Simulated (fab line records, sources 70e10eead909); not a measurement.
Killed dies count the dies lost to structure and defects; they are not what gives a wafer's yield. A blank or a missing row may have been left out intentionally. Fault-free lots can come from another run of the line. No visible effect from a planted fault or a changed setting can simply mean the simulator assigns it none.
fab line records | flow nand-harc
record lots=6 wafers=16 last-day=24
route steps=1159 shown P_CONTACT@228
lots that met no fault: from a run of the same line without faults
start-h: hours from the record's opening day to when the first of the lot's shown wafers began | wait-h: hours elapsed since this lot's preceding step | " repeats the value in the row above | L1.1+2: one row covering several wafers at once | - either no value or no given start | * or withheld: withheld | < > ~ a bound
route shown NAME@n: NAME is a module with steps in the file, n the number in the route of the first one | usual: mean/standard deviation of fault-free wafers | same: alike in all rows | chamber/n: place in a boat | sites: each site's reading | _std_site: standard deviation across them | _edge_site: the outer-site mean with the inner-site mean subtracted | radius-mm: how far each site lies from the wafer's centre | mask NAME#n: copy n | behind: the most recent tool/chamber to have shaped the wafer | hold: the reason the lot was held/the length of the hold in hours/how it ended | device: whichever transistor did not switch (one of n, p or np) | end of line: at the end of the route, the tests of the same wafers | a step with no rows: only its recipe | killed: dies lost to structure and defects at the first sort, not the wafer's yield | map: a wafer's dies, x killed, . not, _ none there
set.NAME: the setting that was run; set.NAME@STEP: the one run at that earlier step | model.NAME: the simulator's own value behind a step, which no gauge read
a table for each step, a row for each wafer; lots at some steps of the route
services: from which hour (start-h, from the record's first day; less than 0 if before it) a tool's chamber was out of use, for how many hours, and why
## steps
# step NHARC_P_CONTACT_EBR_08
# step NHARC_P_CONTACT_EXPOSE_09
# recipe na=1.35 target-cd-nm=90 dose-mj=81.26 mask-id=P_CA
# step NHARC_P_CONTACT_PEB_10
# recipe peb-temp-c=100 peb-time-s=65
# step NHARC_P_CONTACT_DEVELOP_11
# recipe develop-time-s=35 dev-temp-c=23
# step NHARC_P_CONTACT_CD_MEAS_12
# recipe target-cd-nm=90 landing-energy-ev=500
# usual cd-nm=90.0/0.63
# columns lot.wafer tool chamber start-h wait-h cd-nm
L137.1 cd-sem-01 0 107.85 - 89.4
L137.2 " 0 " " 89.3
L137.6 " 0 " " 89.0
L138.3 cd-sem-02 0 121.24 - 90.2
L138.4 " 0 " " 90.8
L138.6 " 0 " " 91.2
L149.3 cd-sem-03 0 188.98 - 89.6
L149.5 " 0 " " 89.4
L147.3 cd-sem-02 0 190.16 - 90.1
L147.5 " 0 " " 90.4
L154.2 cd-sem-01 0 220.24 - 89.8
L154.4 " 0 " " 89.8
L154.5 " 0 " " 89.3
L157.1 cd-sem-02 0 229.79 - 89.9
L157.4 " 0 " " 89.3
L157.5 " 0 " " 89.8
# step NHARC_P_CONTACT_OVL_MEAS_13
# usual overlay-x-nm=-0.1/0.96 overlay-y-nm=0.2/0.93
# columns lot.wafer tool chamber start-h wait-h overlay-x-nm overlay-y-nm
L137.1 overlay-01 - 107.96 - -0.1 0.3
L137.2 " - " " -0.4 -0.2
L137.6 " - " " 0.1 0.0
L138.3 overlay-02 - 121.32 - 0.6 -0.3
L138.4 " - " " 0.9 -0.3
L138.6 " - " " 0.7 -0.2
L149.3 overlay-02 - 189.07 - -0.6 -0.1
L149.5 " - " " -0.3 -0.1
L147.3 overlay-01 - 190.26 - -1.5 0.4
L147.5 " - " " -1.5 0.9
L154.2 overlay-02 - 220.33 - -1.0 -0.1
L154.4 " - " " -1.8 -0.1
L154.5 " - " " -2.5 -0.5
L157.1 overlay-02 - 229.88 - -1.0 0.3
L157.4 " - " " -0.7 0.1
L157.5 " - " " -0.5 0.2
# step NHARC_P_CONTACT_INSPECT_14
# usual raw-defect-count=3.7/2.2
# columns lot.wafer tool chamber start-h wait-h raw-defect-count
L137.1 defect-inspect-01 - 107.99 0.0 1
L137.2 " - " " 5
L137.6 " - " " 3
L138.3 defect-inspect-01 - 121.36 0.0 3
L138.4 " - " " 4
L138.6 " - " " 4
L149.3 defect-inspect-01 - 189.10 0.0 7
L149.5 " - " " 10
L147.3 defect-inspect-02 - 190.30 0.0 5
L147.5 " - " " 6
L154.2 defect-inspect-02 - 220.37 0.0 4
L154.4 " - " " 3
L154.5 " - " " 5
L157.1 defect-inspect-01 - 229.91 0.0 3
L157.4 " - " " 1
L157.5 " - " " 5
# step NHARC_P_CONTACT_DESCUM_17
# recipe time-s=3 o2-flow-sccm=200 ar-flow-sccm=0 bias-power-w=0 chemistry=O2
# usual drypump-motor-current-A=5.5/0.43 o2-flow-sccm=200.0/0.65 oes-product-au=1.001/0.007 rf-vpp-V=57.8/0.93 showerhead-plenum-p-Torr=1.91/0.098 throttle-valve-pct=11.311/0.0097
# same time-s=3
# columns lot.wafer tool chamber start-h wait-h drypump-motor-current-A o2-flow-sccm oes-product-au rf-hours-counter-h rf-vpp-V showerhead-plenum-p-Torr throttle-valve-pct
L137.1 rie-diel-08 1 108.05 0.1 5.9 200.8 1.000 16 56.1 1.81 11.313
L137.2 " 3 " " 5.1 199.9 1.001 17 56.5 1.81 11.300
L137.6 " 1 " " 5.8 200.7 1.000 - 55.9 1.81 11.299
L138.4 rie-diel-11 3 121.43 0.1 5.3 200.0 1.004 9 57.7 2.02 11.316
L138.3 " 0 " " 5.9 200.3 0.996 9 58.0 2.00 11.314
L138.6 " 2 " " 6.2 198.7 0.998 - 59.3 1.94 11.301
L149.3 rie-diel-11 1 189.19 0.1 5.3 199.5 1.003 15 59.4 2.00 11.316
L149.5 " 2 " " 6.2 199.9 1.002 - 57.3 1.94 11.294
L147.3 rie-diel-08 3 190.38 0.1 5.1 199.6 1.009 4 57.7 1.80 11.326
L147.5 " 1 " " 5.8 200.5 1.002 - 57.2 1.80 11.305
L154.4 rie-diel-05 0 220.43 0.1 5.3 199.8 0.992 17 58.6 1.85 11.317
L154.2 " 3 " " 5.0 200.0 0.996 16 58.9 1.97 11.304
L154.5 " 1 " " 6.5 200.9 0.991 - 57.8 1.84 11.323
L157.4 rie-diel-11 0 229.98 0.1 5.9 201.1 1.000 3 57.2 2.00 11.339
L157.1 " 2 " " 6.2 200.9 1.013 3 57.9 1.94 11.308
L157.5 " 0 " " 5.9 200.0 0.992 - 57.8 2.00 11.317
# step NHARC_P_CONTACT_ETCH_35
# recipe target-depth-a=390 over-etch-frac=0.3 time-s=65 ion-energy-ev=80 cf4-flow-sccm=150 ar-flow-sccm=0 rf-w=300 bias-w=100 chemistry=CF4
# usual drypump-motor-current-A=5.5/0.41 oes-product-au=1.000/0.0062 rf-vpp-V=151.2/1.3 showerhead-plenum-p-Torr=1.77/0.084 throttle-valve-pct=13.284/0.009
# same over-etch-frac=0.3 time-s=65
# columns lot.wafer tool chamber start-h wait-h drypump-motor-current-A oes-product-au rf-hours-counter-h rf-vpp-V showerhead-plenum-p-Torr throttle-valve-pct
L137.2 rie-diel-08 2 108.15 0.1 5.5 1.008 16 152.2 1.85 13.287
L137.1 " 3 " " 5.1 1.006 17 150.2 1.68 13.292
L137.6 " 2 " " 5.5 0.995 - 152.0 1.85 13.291
L138.3 rie-diel-11 1 121.51 0.1 5.3 0.997 9 152.4 1.85 13.270
L138.4 " 3 " " 5.3 0.998 9 151.9 1.86 13.294
L138.6 " 1 " " 5.3 1.000 - 153.2 1.85 13.273
L149.3 rie-diel-11 0 189.27 0.1 5.9 1.006 15 149.5 1.84 13.275
L149.5 " 1 " " 5.3 0.995 - 152.2 1.85 13.286
L147.3 rie-diel-08 0 190.44 0.1 4.9 1.000 5 150.3 1.65 13.288
L147.5 " 0 " " 4.9 0.997 - 148.4 1.65 13.280
L154.2 rie-diel-05 3 220.53 0.1 5.0 0.995 16 150.9 1.82 13.292
L154.4 " 0 " " 5.3 1.009 17 151.0 1.71 13.287
L154.5 " 3 " " 5.0 0.999 - 150.7 1.82 13.298
L157.4 rie-diel-11 1 230.06 0.1 5.3 1.003 2 152.6 1.84 13.291
L157.1 " 3 " " 5.3 0.998 3 152.8 1.86 13.276
L157.5 " 2 " " 6.2 0.997 - 151.5 1.79 13.282
# step NHARC_P_CONTACT_ETCH_36
# recipe target-depth-a=2600 over-etch-frac=0.25 time-s=406.25 ion-energy-ev=200 n2-flow-sccm=150 h2-flow-sccm=150 ar-flow-sccm=0 rf-w=400 bias-w=150 chemistry=N2/H2
# usual drypump-motor-current-A=5.5/0.43 oes-product-au=1.002/0.0063 rf-vpp-V=430/3 showerhead-plenum-p-Torr=2.04/0.11 throttle-valve-pct=14.170/0.0091
# same over-etch-frac=0.25 time-s=406.25
# columns lot.wafer tool chamber start-h wait-h drypump-motor-current-A oes-product-au rf-hours-counter-h rf-vpp-V showerhead-plenum-p-Torr throttle-valve-pct
L137.1 rie-diel-08 2 - - 5.5 0.995 16 433 2.14 14.171
L137.2 " 1 " " 5.8 0.998 16 428 1.92 14.174
L137.6 " 3 " " 5.1 1.001 - 429 1.92 14.162
L138.3 rie-diel-11 1 - - 5.3 1.006 9 435 2.14 14.173
L138.4 " 3 " " 5.3 1.003 9 432 2.16 14.169
L138.6 " 1 " " 5.3 1.006 - 434 2.14 14.165
L149.3 rie-diel-11 2 - - 6.2 1.012 15 432 2.07 14.172
L149.5 " 1 " " 5.3 1.010 - 434 2.14 14.189
L147.3 rie-diel-08 0 - - 4.8 1.003 5 427 1.89 14.179
L147.5 " 0 " " 4.9 1.016 - 425 1.89 14.158
L154.2 rie-diel-05 2 - - 5.6 0.989 15 432 2.04 14.174
L154.4 " 3 " " 5.0 0.991 16 433 2.11 14.169
L154.5 " 3 " " 5.0 0.994 - 434 2.11 14.177
L157.1 rie-diel-11 3 - - 5.3 1.005 3 434 2.15 14.176
L157.4 " 0 " " 5.9 0.998 3 433 2.13 14.184
L157.5 " 2 " " 6.2 1.004 - 431 2.07 14.157
# step NHARC_P_CONTACT_ETCH_18
# recipe target-depth-a=4810 time-s=240.5 c4f8-flow-sccm=20 o2-flow-sccm=10 ar-flow-sccm=withheld rf-w=600 bias-w=1500 chemistry=C4F8/O2/Ar
# usual oes-product-au=0.964/0.018 rf-vpp-V=978/6.9
# same time-s=240.5
# columns lot.wafer tool chamber start-h wait-h oes-product-au rf-hours-counter-h rf-vpp-V
L137.1 rie-diel-08 1 - - 0.937 16 971
L137.2 " 2 " " 0.946 16 985
L137.6 " 0 " " 0.955 - 969
L138.3 rie-diel-11 0 - - 0.940 9 985
L138.4 " 2 " " 0.930 10 979
L138.6 " 3 " " 0.932 - 985
L149.3 rie-diel-08 2 189.70 - 0.996 5 985
L149.5 " 0 " " 0.999 - 967
L147.3 rie-diel-08 0 - - 0.965 6 967
L147.5 " 3 " " 0.977 - 971
L154.4 rie-diel-05 1 - - 0.921 16 972
L154.2 " 3 " " 0.920 17 982
L154.5 " 1 " " 0.921 - 973
L157.1 rie-diel-11 3 - - 0.967 3 986
L157.4 " 0 " " 0.951 3 985
L157.5 " 3 " " 0.963 - 987
# step NHARC_P_CONTACT_STRIP_37
# recipe c4f8-flow-sccm=withheld o2-flow-sccm=8 ar-flow-sccm=withheld bias-w=0 chemistry=C4F8/O2/Ar
# step NHARC_P_CONTACT_ETCH_31
# recipe target-depth-a=300 time-s=85.7 ion-energy-ev=120 over-etch-frac=1 ch3f-flow-sccm=50 o2-flow-sccm=30 ar-flow-sccm=200 rf-w=500 bias-w=100 chemistry=CH3F/O2
# usual drypump-motor-current-A=5.5/0.43 o2-flow-sccm=30.00/0.089 oes-product-au=0.981/0.012 rf-vpp-V=244.1/2 showerhead-plenum-p-Torr=2.45/0.12 throttle-valve-pct=20.664/0.0087
# same over-etch-frac=1 time-s=85.7
# columns lot.wafer tool chamber start-h wait-h drypump-motor-current-A o2-flow-sccm oes-product-au rf-hours-counter-h rf-vpp-V showerhead-plenum-p-Torr throttle-valve-pct
L137.2 rie-diel-08 3 108.80 - 5.1 29.94 0.975 17 242.5 2.33 20.663
L137.1 " 2 " " 5.5 29.87 0.970 16 246.5 2.57 20.673
L137.6 " 0 " " 4.8 29.99 0.973 - 243.0 2.29 20.681
L138.4 rie-diel-11 1 122.17 - 5.3 29.91 0.964 9 245.6 2.57 20.676
L138.3 " 2 " " 6.2 29.99 0.962 10 246.7 2.49 20.667
L138.6 " 0 " " 5.9 29.91 0.968 - 245.9 2.57 20.654
L149.3 rie-diel-08 2 189.99 0.1 5.5 30.09 0.991 5 245.1 2.57 20.660
L149.5 " 1 " " 5.8 29.88 0.668 - 242.6 2.32 20.656
L147.3 rie-diel-08 0 191.12 - 4.9 30.05 0.980 6 240.9 2.29 20.672
L147.5 " 2 " " 5.5 29.90 0.675 - 245.7 2.57 20.661
L154.4 rie-diel-05 1 222.15 - 6.5 30.07 0.974 17 242.3 2.36 20.670
L154.2 " 3 " " 5.0 30.00 0.947 17 244.6 2.53 20.656
L154.5 " 0 " " 5.3 29.98 0.965 - 242.8 2.38 20.662
L157.1 rie-diel-11 3 230.73 - 5.3 29.95 0.979 3 247.0 2.59 20.669
L157.4 " 1 " " 5.3 29.95 0.997 3 245.5 2.57 20.664
L157.5 " 3 " " 5.3 29.89 0.988 - 246.0 2.59 20.651
# step NHARC_P_CONTACT_CD_MEAS_19
# usual cd-nm=90.3/1.1
# columns lot.wafer tool chamber start-h wait-h cd-nm
L137.1 cd-sem-02 - 108.93 - 90.0
L137.2 " - " " 89.3
L137.6 " - " " 89.1
L138.3 cd-sem-02 - 122.30 - 90.5
L138.4 " - " " 89.8
L138.6 " - " " 91.2
L149.3 cd-sem-03 - 190.11 - 88.5
L149.5 " - " " 90.2
L147.3 cd-sem-02 - 191.23 - 89.7
L147.5 " - " " 90.1
L154.2 cd-sem-03 - 222.28 - 90.3
L154.4 " - " " 89.3
L154.5 " - " " 88.4
L157.1 cd-sem-02 - 230.85 - 89.4
L157.4 " - " " 89.0
L157.5 " - " " 90.5
## services
# columns tool chamber start-h hours kind
rie-diel-08 0 84.62 4.7 repair
rie-diel-11 0 95.13 - clean
rie-diel-11 1 95.13 - clean
rie-diel-11 2 95.13 - clean
rie-diel-11 3 95.13 - clean
rie-diel-11 0 119.63 - clean
rie-diel-11 1 119.63 - clean
rie-diel-11 2 119.63 - clean
rie-diel-11 3 119.63 - clean
rie-diel-08 - 124.80 9.0 pm
rie-diel-11 0 144.18 - clean
rie-diel-11 1 144.18 - clean
rie-diel-11 2 144.18 - clean
rie-diel-11 3 144.18 - clean
rie-diel-05 - 163.65 9.0 pm
rie-diel-11 0 168.68 - clean
rie-diel-11 1 168.68 - clean
rie-diel-11 2 168.68 - clean
rie-diel-11 3 168.68 - clean
rie-diel-08 3 169.80 7.6 repair
rie-diel-11 - 189.52 9.0 pm
rie-diel-11 0 189.52 9.0 vent-cycle
rie-diel-11 1 189.52 9.0 vent-cycle
rie-diel-11 2 189.52 9.0 vent-cycle
## key
first-sign step=NHARC_P_CONTACT_ETCH_31 reading=oes-product-au direction=down sigmas=26 usual=0.981 struck=0.672
effect none on later readings
met-at NHARC_P_CONTACT_ETCH_31
struck-wafers L147.5,L149.5
sort-left-out L147.5,L149.5
tester-left-out L147,L149
onset-between 108.80 189.99
fault kind=process-parameter-drift tool=rie-diel-08 chamber=- onset-h=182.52 steps=NHARC_P_CONTACT_ETCH_31 channel=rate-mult offset=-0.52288 shape=step end-h=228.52 scope=struck-wafers-only
# tester-left-out: of these lots the tester's yield and bins aren't shown, on N5 and GAA mostly nor the transistor test; their killed dies are dies lost to structure and defects alone, not to doping, threshold or leakage, so they don't give the yield
# sort-left-out: the simulated sort isn't trusted on such a fault, so these wafers' sort isn't shown, and their yield isn't known
